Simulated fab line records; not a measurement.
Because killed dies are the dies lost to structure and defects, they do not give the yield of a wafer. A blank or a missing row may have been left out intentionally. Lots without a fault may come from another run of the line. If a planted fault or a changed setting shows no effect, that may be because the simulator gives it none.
fab line records + flow n5-finfet
[record]
- lots = 12
- wafers = 34
- last-day = 20
route steps=1938 shown BEOL_M9@1447 BEOL_M10@1471 PASSIVATION@1936
lots that met no fault: taken from a fault-free run of the same line
start-h: hours from the record's opening day to when the first of the lot's shown wafers began + wait-h: hours since the lot's step before + " unchanged from the row above + L1.1+2: a row that stands for several wafers + - no value present, or no start provided + * or withheld: withheld + < > ~ a bound
route shown NAME@n: names a module that has steps shown in the file, with the first one's number in the route + usual: the fault-free wafers' mean and standard deviation + same: alike in all rows + chamber/n: place in a boat + sites: the reading at each site + _std_site: the standard deviation of these + _edge_site: mean of outer sites minus mean of inner sites + radius-mm: how far each site lies from the wafer's centre + mask NAME#n: copy n + behind: tool/chamber where the wafer was last shaped + hold: cause of the lot's hold/its duration in hours/its outcome + device: names the non-switching transistor (n, p or np) + end of line: tests run on the same wafers once the route is complete + a step given without rows: its recipe and nothing more + killed: dies lost to structure and defects at the first sort, not the wafer's yield + map: shows each die of a wafer: x if killed, . if not, _ if none is there
set.NAME: the setting that was run; set.NAME@STEP: the one run at that earlier step + model.NAME: the simulator's own value behind a step, which no gauge read
a sample of lots followed through the steps of the route, with each step as a table and each wafer as a row
services: the hour from which a tool's chamber was out of use, counted from the record's first day as start-h (under 0 if before that day), plus the number of hours and why
[[steps]]
[step N5_BEOL_M9_ETCH_41]
[recipe]
- chemistry = CH3F/O2
- target = SiCN
- target-depth-a = 366
- taper-deg = 2
- time-s = 70.1
- ion-energy-ev = 120
- mask-material = TiN
- pressure-mtorr = 30
- source-w = 395
- bias-w = 75
- Ar_flow_sccm = 150
- CH3F_flow_sccm = 30
- O2_flow_sccm = 20
[usual]
- drypump-motor-current-A = 5.6/0.35
- oes-product-au = 0.77/0.07
- rf-vpp-V = 297.2/1.6
- showerhead-plenum-p-Torr = 1.99/0.072
- throttle-valve-pct = 16.35/0.21
| lot.wafer | tool        | chamber | start-h | wait-h | drypump-motor-current-A | oes-product-au | rf-hours-counter-h | rf-vpp-V | showerhead-plenum-p-Torr | throttle-valve-pct |
|-----------|-------------|---------|---------|--------|-------------------------|----------------|--------------------|----------|--------------------------|--------------------|
| L256.2    | rie-diel-06 | 3       | -       | -      | 5.8                     | 0.69           | 212                | 296.8    | 1.98                     | 16.56              |
| L256.3    | "           | 1       | "       | "      | 5.4                     | 0.83           | 80                 | 298.6    | 2.05                     | 16.46              |
| L256.5    | "           | 0       | "       | "      | 5.5                     | 0.90           | -                  | 296.9    | 1.96                     | 15.99              |
| L257.3    | rie-diel-06 | 2       | -       | -      | 5.8                     | 0.77           | 127                | 294.4    | 1.84                     | 16.31              |
| L257.5    | "           | 3       | "       | "      | 5.8                     | 0.69           | -                  | 297.1    | 1.98                     | 16.59              |
| L257.6    | "           | 2       | "       | "      | 5.8                     | 0.77           | -                  | 293.8    | 1.84                     | 16.30              |
| L258.4    | rie-diel-03 | 1       | -       | -      | 6.4                     | 0.75           | 178                | 297.9    | 1.99                     | 16.42              |
| L258.5    | "           | 1       | "       | "      | 6.4                     | 0.76           | -                  | 297.2    | 1.99                     | 16.39              |
| L259.1    | rie-diel-06 | 2       | -       | -      | 5.8                     | 0.76           | 130                | 294.4    | 1.84                     | 16.30              |
| L259.4    | "           | 0       | "       | "      | 5.5                     | 0.89           | 43                 | 296.9    | 1.96                     | 16.01              |
| L259.5    | "           | 3       | "       | "      | 5.8                     | 0.68           | -                  | 297.2    | 1.98                     | 16.60              |
| L261.1    | rie-diel-03 | 2       | -       | -      | 5.4                     | 0.67           | 249                | 299.8    | 2.06                     | 16.55              |
| L261.4    | "           | 3       | "       | "      | 4.9                     | 0.73           | 199                | 299.6    | 2.06                     | 16.64              |
| L261.6    | "           | 1       | "       | "      | 6.5                     | 0.75           | -                  | 295.8    | 1.99                     | 16.39              |
| L265.2    | rie-diel-06 | 2       | -       | -      | 5.9                     | 0.76           | 134                | 294.3    | 1.84                     | 16.32              |
| L265.6    | "           | 0       | "       | "      | 5.5                     | 0.87           | -                  | 295.9    | 1.96                     | 16.02              |
| L264.2    | rie-diel-06 | 3       | -       | -      | 5.8                     | 0.68           | 227                | 298.0    | 1.98                     | 16.61              |
| L264.4    | "           | 0       | "       | "      | 5.5                     | 0.87           | 49                 | 296.2    | 1.96                     | 16.02              |
| L264.5    | "           | 1       | "       | "      | 5.4                     | 0.82           | -                  | 296.6    | 2.04                     | 16.49              |
| L263.2    | rie-diel-02 | 3       | -       | -      | 5.6                     | 0.70           | 237                | 294.3    | 1.87                     | 16.50              |
| L263.3    | "           | 0       | "       | "      | 5.5                     | 0.77           | 139                | 294.2    | 1.92                     | 16.22              |
| L263.4    | "           | 2       | "       | "      | 5.5                     | 0.72           | 218                | 296.6    | 1.98                     | 16.46              |
| L274.1    | rie-diel-03 | 1       | -       | -      | 6.4                     | 0.74           | 208                | 296.1    | 1.98                     | 16.46              |
| L274.3    | "           | 3       | "       | "      | 4.9                     | 0.72           | 225                | 299.9    | 2.06                     | 16.68              |
| L274.5    | "           | 2       | "       | "      | 5.4                     | 0.90           | -                  | 298.2    | 2.05                     | 16.04              |
| L272.1    | rie-diel-06 | 0       | -       | -      | 5.5                     | 0.82           | 76                 | 297.9    | 1.95                     | 16.07              |
| L272.3    | "           | 1       | "       | "      | 5.4                     | 0.78           | 121                | 298.0    | 2.03                     | 16.55              |
| L272.5    | "           | 3       | "       | "      | 5.8                     | 0.66           | -                  | 296.7    | 1.97                     | 16.64              |
| L276.4    | rie-diel-06 | 2       | -       | -      | 5.8                     | 0.73           | -                  | 294.4    | 1.84                     | 16.35              |
| L276.5    | "           | 1       | "       | "      | 5.4                     | 0.78           | -                  | 298.5    | 2.03                     | 16.55              |
| L276.6    | "           | 0       | "       | "      | 5.5                     | 0.82           | -                  | 296.2    | 1.95                     | 16.08              |
| L278.2    | rie-diel-02 | 3       | -       | -      | 5.6                     | 0.92           | 6                  | 299.5    | 2.11                     | 16.07              |
| L278.3    | "           | 1       | "       | "      | 5.4                     | 0.79           | 130                | 299.4    | 2.09                     | 16.19              |
| L278.4    | "           | 0       | "       | "      | 5.5                     | 0.75           | 164                | 294.5    | 1.91                     | 16.28              |
[step N5_BEOL_M9_SPUTTER_48]
[recipe]
- material = Cu
- target-thk-a = 120
- temp-c = -20
- bias-v = 60
- power-w = 26000
- chamber-pressure-pa = 0.13
- time-s = 2
[usual]
- bias-v = 60.0/0.59
- cathode-dc-power-W = 26000/4.9
- throttle-valve-pct = 29.6/0.85
| lot.wafer | tool           | chamber | start-h | wait-h | bias-v | cathode-dc-power-W | throttle-valve-pct |
|-----------|----------------|---------|---------|--------|--------|--------------------|--------------------|
| L256.2    | pvd-sputter-02 | -       | 246.92  | 0.2    | 60.5   | 25999              | 30.3               |
| L256.3    | "              | -       | "       | "      | 60.9   | 25994              | 29.3               |
| L256.5    | "              | -       | "       | "      | 60.4   | 25999              | 29.5               |
| L257.3    | pvd-sputter-02 | -       | 266.12  | 0.1    | 59.7   | 26005              | 29.0               |
| L257.5    | "              | -       | "       | "      | 59.9   | 25998              | 30.4               |
| L257.6    | "              | -       | "       | "      | 58.1   | 26007              | 29.7               |
| L258.4    | pvd-sputter-02 | -       | 272.76  | 0.0    | 59.4   | 26002              | 29.2               |
| L258.5    | "              | -       | "       | "      | 60.1   | 26001              | 28.5               |
| L259.1    | pvd-sputter-03 | -       | 276.72  | 0.1    | 59.2   | 25994              | 28.3               |
| L259.4    | "              | -       | "       | "      | 60.4   | 26004              | 31.4               |
| L259.5    | "              | -       | "       | "      | 60.2   | 25999              | 31.4               |
| L261.1    | pvd-sputter-02 | -       | 284.01  | 0.2    | 60.5   | 26004              | 29.2               |
| L261.4    | "              | -       | "       | "      | 60.4   | 26012              | 30.2               |
| L261.6    | "              | -       | "       | "      | 60.5   | 25996              | 29.3               |
| L265.2    | pvd-sputter-01 | -       | 293.09  | 0.2    | 60.3   | 26004              | 30.6               |
| L265.6    | "              | -       | "       | "      | 60.2   | 25997              | 29.1               |
| L264.2    | pvd-sputter-01 | -       | 296.65  | 0.1    | 60.0   | 26004              | 30.7               |
| L264.4    | "              | -       | "       | "      | 59.0   | 26001              | 28.5               |
| L264.5    | "              | -       | "       | "      | 59.8   | 26005              | 29.0               |
| L263.2    | pvd-sputter-02 | -       | 314.19  | 0.1    | 59.9   | 25994              | 28.9               |
| L263.3    | "              | -       | "       | "      | 59.6   | 26002              | 29.3               |
| L263.4    | "              | -       | "       | "      | 59.9   | 25993              | 30.3               |
| L274.1    | pvd-sputter-03 | -       | 365.82  | 0.1    | 61.0   | 25989              | 31.2               |
| L274.3    | "              | -       | "       | "      | 60.1   | 25996              | 28.7               |
| L274.5    | "              | -       | "       | "      | 59.9   | 19482              | 29.6               |
| L272.1    | pvd-sputter-03 | -       | 372.16  | 0.1    | 59.9   | 19483              | 29.8               |
| L272.3    | "              | -       | "       | "      | 60.4   | 25990              | 28.5               |
| L272.5    | "              | -       | "       | "      | 61.0   | 26002              | 29.1               |
| L276.4    | pvd-sputter-01 | -       | 385.79  | 0.0    | 59.7   | 26000              | 28.9               |
| L276.5    | "              | -       | "       | "      | 60.0   | 26002              | 28.7               |
| L276.6    | "              | -       | "       | "      | 59.9   | 25995              | 30.6               |
| L278.2    | pvd-sputter-02 | -       | 388.66  | 0.1    | 59.5   | 26006              | 30.2               |
| L278.3    | "              | -       | "       | "      | 60.6   | 26008              | 30.0               |
| L278.4    | "              | -       | "       | "      | 60.4   | 25995              | 29.3               |
[step N5_BEOL_M10_CURE_71]
[recipe]
- temp-c = 385
- time-s = 240
- ambient = He/Ar
- material = SiCOH_lowk
[usual]
- lamp-power-pct = 52.32/0.055
- wafer_temp_C_max = 386.9/0.69
| lot.wafer | tool       | chamber | start-h | wait-h | lamp-power-pct | wafer_temp_C_max |
|-----------|------------|---------|---------|--------|----------------|------------------|
| L256.2    | uv-cure-01 | 1       | 248.31  | 0.1    | 52.23          | 387.7            |
| L256.3    | "          | 1       | "       | "      | 52.20          | 387.2            |
| L256.5    | "          | 1       | "       | "      | 52.42          | 387.5            |
| L257.3    | uv-cure-02 | 1       | 267.37  | 0.2    | 52.31          | 386.5            |
| L257.5    | "          | 1       | "       | "      | 52.35          | 386.1            |
| L257.6    | "          | 1       | "       | "      | 52.33          | 385.8            |
| L258.4    | uv-cure-03 | 2       | 274.21  | 0.3    | 52.25          | 385.9            |
| L258.5    | "          | 2       | "       | "      | 52.33          | 386.0            |
| L259.1    | uv-cure-02 | 2       | 277.82  | 0.0    | 52.31          | 386.6            |
| L259.4    | "          | 2       | "       | "      | 52.38          | 386.4            |
| L259.5    | "          | 2       | "       | "      | 52.35          | 386.4            |
| L261.1    | uv-cure-01 | 1       | 286.12  | 0.1    | 52.28          | 387.7            |
| L261.4    | "          | 1       | "       | "      | 52.30          | 387.2            |
| L261.6    | "          | 1       | "       | "      | 52.39          | 388.4            |
| L265.2    | uv-cure-01 | 2       | 294.75  | 0.1    | 52.34          | 385.9            |
| L265.6    | "          | 2       | "       | "      | 52.34          | 385.8            |
| L264.2    | uv-cure-03 | 2       | 298.02  | 0.1    | 52.32          | 385.9            |
| L264.4    | "          | 2       | "       | "      | 52.31          | 386.2            |
| L264.5    | "          | 2       | "       | "      | 52.24          | 386.5            |
| L263.2    | uv-cure-01 | 1       | 315.73  | 0.1    | 52.28          | 387.2            |
| L263.3    | "          | 1       | "       | "      | 52.22          | 388.3            |
| L263.4    | "          | 1       | "       | "      | 52.30          | 387.9            |
| L274.1    | uv-cure-02 | 1       | 366.93  | 0.0    | 52.27          | 386.3            |
| L274.3    | "          | 1       | "       | "      | 52.38          | 386.2            |
| L274.5    | "          | 1       | "       | "      | 52.37          | 386.4            |
| L272.1    | uv-cure-02 | 2       | 373.52  | 0.0    | 52.32          | 386.7            |
| L272.3    | "          | 2       | "       | "      | 52.31          | 386.7            |
| L272.5    | "          | 2       | "       | "      | 52.24          | 386.6            |
| L276.4    | uv-cure-01 | 0       | 387.13  | 0.3    | 52.27          | 387.3            |
| L276.5    | "          | 0       | "       | "      | 52.22          | 386.4            |
| L276.6    | "          | 0       | "       | "      | 52.28          | 387.2            |
| L278.2    | uv-cure-01 | 0       | 390.69  | 0.9    | 52.23          | 387.0            |
| L278.3    | "          | 0       | "       | "      | 52.32          | 387.3            |
| L278.4    | "          | 0       | "       | "      | 52.34          | 388.3            |
[step N5_PASSIVATION_PROBE_49]
[usual]
- defect-limited-yield = 91.2/1.5
- killed_at_M0_to_M3 = 36/10
- killed_at_M4_up = 14/5.2
- killed-at-contacts = 12/6
- killed-at-front-end = 37/10
- killed-at-other = 4/3.3
- killed-dies = 104/18
- killed-open = 68/14
- killed-short = 34/7.4
- sort_bin_4_leakage = 0.01/0.04
- sort_bin_5_function = 5.2/1
- sort_bin_6_memory = 3.3/0.7
- sort_bin_8_speed = 0.01/0.045
- sort-n-pass = 1076/18
- sort-yield-pct = 91.2/1.5
[same]
- gross-dies = 1180
- killed-at-back-side = 0
| lot.wafer | tool      | chamber | start-h | wait-h | defect-limited-yield[%] | killed_at_M0_to_M3 | killed_at_M4_up | killed-at-contacts | killed-at-front-end | killed-at-other | killed-dies | killed-open | killed-short | sort_bin_4_leakage[%] | sort_bin_5_function[%] | sort_bin_6_memory[%] | sort_bin_8_speed[%] | sort-n-pass | sort-yield-pct[%] |
|-----------|-----------|---------|---------|--------|-------------------------|--------------------|-----------------|--------------------|---------------------|-----------------|-------------|-------------|--------------|-----------------------|------------------------|----------------------|---------------------|-------------|-------------------|
| L274.5    | prober-02 | -       | 439.62  | 0.2    | 90.8                    | 46                 | 21              | 7                  | 29                  | 6               | 109         | 68          | 29           | 0                     | 5.8                    | 2.9                  | 0                   | 1071        | 90.8              |
| L276.4    | prober-02 | -       | 460.19  | 0.2    | 93.1                    | 42                 | 10              | 7                  | 22                  | 0               | 81          | 54          | 26           | 0                     | 4.4                    | 2.1                  | 0                   | 1099        | 93.1              |
| L276.5    | prober-02 | -       | 460.24  | 0.2    | 92.7                    | 42                 | 10              | 6                  | 27                  | 1               | 86          | 55          | 30           | 0                     | 4.4                    | 2.6                  | 0                   | 1094        | 92.7              |
| L276.6    | prober-02 | -       | 460.29  | 0.3    | 91.3                    | 54                 | 9               | 16                 | 23                  | 1               | 103         | 72          | 30           | 0                     | 4.3                    | 4.3                  | 0                   | 1077        | 91.3              |
| L272.1    | prober-01 | -       | 470.34  | 0.0    | 90.8                    | 36                 | 20              | 9                  | 43                  | 1               | 109         | 64          | 35           | 0                     | 6.2                    | 2.9                  | 0                   | 1071        | 90.8              |
// killed by level:class
L274.5 BEOL_M9:interface-void-opened=10 BEOL_M0_SAQP:geometric-particle:short=8 BEOL_M1:geometric-particle:open=8 BEOL_M2:geometric-particle:open=8 BEOL_M3:geometric-particle:open=8 MOL_CONTACT_COAG:geometric-particle:open=6 BEOL_M0_SAQP:geometric-particle:open=6 FIN_SAQP:geometric-particle:open=5
L276.4 BEOL_M3:geometric-particle:open=8 BEOL_M3:geometric-particle:short=7 BEOL_M1:geometric-particle:open=7 BEOL_M0_SAQP:geometric-particle:open=6 MOL_CONTACT_COAG:geometric-particle:open=6 BEOL_M2:geometric-particle:open=6 BEOL_M1:geometric-particle:short=5 FIN_SAQP:geometric-particle:open=4
L276.5 BEOL_M3:geometric-particle:open=14 BEOL_M1:geometric-particle:open=9 MOL_CONTACT_COAG:geometric-particle:open=6 BEOL_M0_SAQP:geometric-particle:short=6 FIN_SAQP:geometric-particle:open=5 GATE_CUT:geometric-particle:short=5 BEOL_M0_SAQP:geometric-particle:open=5 ILD0:geometric-particle:short=4
L276.6 MOL_CONTACT_COAG:geometric-particle:open=14 BEOL_M3:geometric-particle:open=13 BEOL_M0_SAQP:geometric-particle:open=10 BEOL_M0_SAQP:geometric-particle:short=9 BEOL_M2:geometric-particle:open=9 BEOL_M1:geometric-particle:open=5 GATE_CUT:geometric-particle:short=4 BEOL_M3:geometric-particle:short=4
L272.1 BEOL_M2:geometric-particle:open=12 STI_FIN_REVEAL:geometric-particle:open=11 FIN_SAQP:geometric-particle:open=9 BEOL_M9:interface-void-opened=8 FIN_SAQP:geometric-particle:short=6 BEOL_M0_SAQP:geometric-particle:open=6 GATE_CUT:geometric-particle:short=5 MOL_CONTACT_COAG:geometric-particle:open=5
[[services]]
| tool        | chamber | start-h | hours | kind                          |
|-------------|---------|---------|-------|-------------------------------|
| rie-diel-02 | 3       | 230.01  | 2.4   | repair                        |
| rie-diel-02 | 0       | 252.10  | 6.5   | repair                        |
| rie-diel-03 | 2       | 285.40  | -     | clean                         |
| rie-diel-03 | 2       | 285.40  | -     | consumable-replace:focus-ring |
| rie-diel-03 | 2       | 285.40  | 16.3  | scheduled-down                |
| rie-diel-03 | 2       | 285.40  | 16.3  | vent-cycle                    |
| uv-cure-03  | -       | 316.49  | 1.0   | pm                            |
| rie-diel-06 | 2       | 331.76  | 38.5  | repair                        |
| rie-diel-02 | 3       | 351.50  | -     | clean                         |
| rie-diel-02 | 3       | 351.50  | -     | consumable-replace:focus-ring |
| rie-diel-02 | 3       | 351.50  | -     | consumable-replace:showerhead |
| rie-diel-02 | 3       | 351.50  | 17.3  | scheduled-down                |
| rie-diel-02 | 3       | 351.50  | 17.3  | vent-cycle                    |
| uv-cure-03  | -       | 366.47  | 1.9   | repair                        |
| rie-diel-06 | 3       | 370.23  | -     | clean                         |
| rie-diel-06 | 3       | 370.23  | -     | consumable-replace:focus-ring |
| rie-diel-06 | 3       | 370.23  | 16.8  | scheduled-down                |
| rie-diel-06 | 3       | 370.23  | 16.8  | vent-cycle                    |
| rie-diel-03 | -       | 377.95  | 28.1  | pm                            |
| rie-diel-02 | -       | 383.26  | 0.5   | repair                        |
| uv-cure-03  | -       | 388.72  | 3.4   | pm                            |
| uv-cure-02  | -       | 389.42  | 8.5   | repair                        |
[[key]]
[first-sign]
- step = N5_BEOL_M9_SPUTTER_48
- reading = cathode-dc-power-W
- direction = down
- sigmas = 99+
- usual = *
- struck = *
effect none on later readings
met-at N5_BEOL_M9_SPUTTER_48
struck-lots L272,L274
struck-wafers L272.1,L274.5
not-acting-at N5_BEOL_M9_ETCH_41,N5_BEOL_M10_CURE_71
[fault]
- kind = process-parameter-drift
- tool = pvd-sputter-03
- chamber = -
- onset-h = 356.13
- steps = N5_BEOL_M9_SPUTTER_48
- channel = power-w
- offset = *
- shape = step
- end-h = 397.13
- acts-in = *
- stated = *
- scope = struck-wafers-only
